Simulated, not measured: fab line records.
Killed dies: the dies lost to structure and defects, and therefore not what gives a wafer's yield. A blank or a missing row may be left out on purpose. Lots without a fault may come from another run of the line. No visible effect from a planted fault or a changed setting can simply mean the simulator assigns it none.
Struck lot and sound lot, side by side / flow nand_harc / 14 out of 1302 route steps
Sound: wafers L439.1, L439.2, L439.4. Wafers L456.4, L456.5, L456.6 were the ones struck. Last of all comes the cause.
At each step with rows: each side's tool, then ch and its chambers, then its first start. Under that, the readings that differ: sound wafers / struck wafers / difference of the means / sigmas: that difference in standard deviations of wafers without a fault.
alike: same words and numbers on both sides, and readings whose means sit less than 2 such deviations apart. not compared: any withheld reading, any reading some wafer has no value for, any bound like >300 that may hide the same value, and any number with overlapping values for which the record gives no deviation.
The two part at a step that has a row with sigmas, a row that says differs or no value, or rows on one side only. Numbers that don't overlap but have no deviation are shown without sigmas and don't part them. Lack of a reading on every wafer of one side parts them only where that side has two or more wafers.

NHARC_THIN_TSV_CMP_21: polishes, t overpolish 30 s, target thk 2000 nm.
  sound on cmp-04 ch 0,1,2, day 26 10:56; struck on cmp-01 ch 1,2,3, day 32 17:37
  alike: edge_zone_pressure_frac, motor_current_A, overpolish_run_s
next, for these wafers, 1 step has no rows: NHARC_THIN_TSV_SRD_23.
NHARC_THIN_TSV_DEGAS_53: time 60 s.
  sound on pvd_sputter-01 at day 26 11:22; struck on pvd_sputter-01 at day 32 17:59
  alike: heater_power_w
NHARC_THIN_TSV_PRE_CLEAN_54: time 30 s.
  sound on pvd_sputter-01 at day 26 11:26; struck on pvd_sputter-01 at day 32 18:05
  alike: heater_power_w
then, 7 steps without rows for these wafers: NHARC_THIN_TSV_PVD_55 (deposits TiN, target thk 50 nm); NHARC_THIN_TSV_PVD_24 (deposits Al, target thk 800 nm); NHARC_THIN_TSV_DEHYDRATE_25 (time 120 s); NHARC_THIN_TSV_HMDS_26 (time 30 s); NHARC_THIN_TSV_COAT_27; NHARC_THIN_TSV_SOFTBAKE_28 (time 95 s); NHARC_THIN_TSV_EBR_29.
NHARC_THIN_TSV_EXPOSE_30: exposes mask PAD.
  sound on krf_scanner-03 ch 0, day 26 12:14; struck on krf_scanner-04 ch 0, day 32 18:57
reading=exposure_dose_mJ_cm2; sound=11.470 11.484 11.461; struck=10.679 10.671 10.674; difference=-0.797; sigmas=-72
  alike: mask
then, 1 step without rows for these wafers: NHARC_THIN_TSV_PEB_31 (peb time 85 s).
NHARC_END_SORT_01:
  sound on prober-01 ch 0, day 26 23:06; struck on prober-01 ch 0, day 33 05:24
  alike: defect_limited_yield, killed_at_array, killed_at_other, killed_at_periphery, killed_dies, killed_open, killed_short, sort_bin_2_pct, sort_bin_3_pct, sort_bin_4_pct, sort_n_pass, sort_rim_yield_pct, sort_yield_pct

## WHERE THEY PART
Only at NHARC_THIN_TSV_EXPOSE_30, as far as this record shows. Later steps at which nothing parts them and some readings are alike: NHARC_END_SORT_01.

WHY: what had been put in by the simulator
Process parameter drift: krf_scanner-04, from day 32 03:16 on, at NHARC_THIN_TSV_EXPOSE_30. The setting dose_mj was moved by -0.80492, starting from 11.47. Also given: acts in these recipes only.
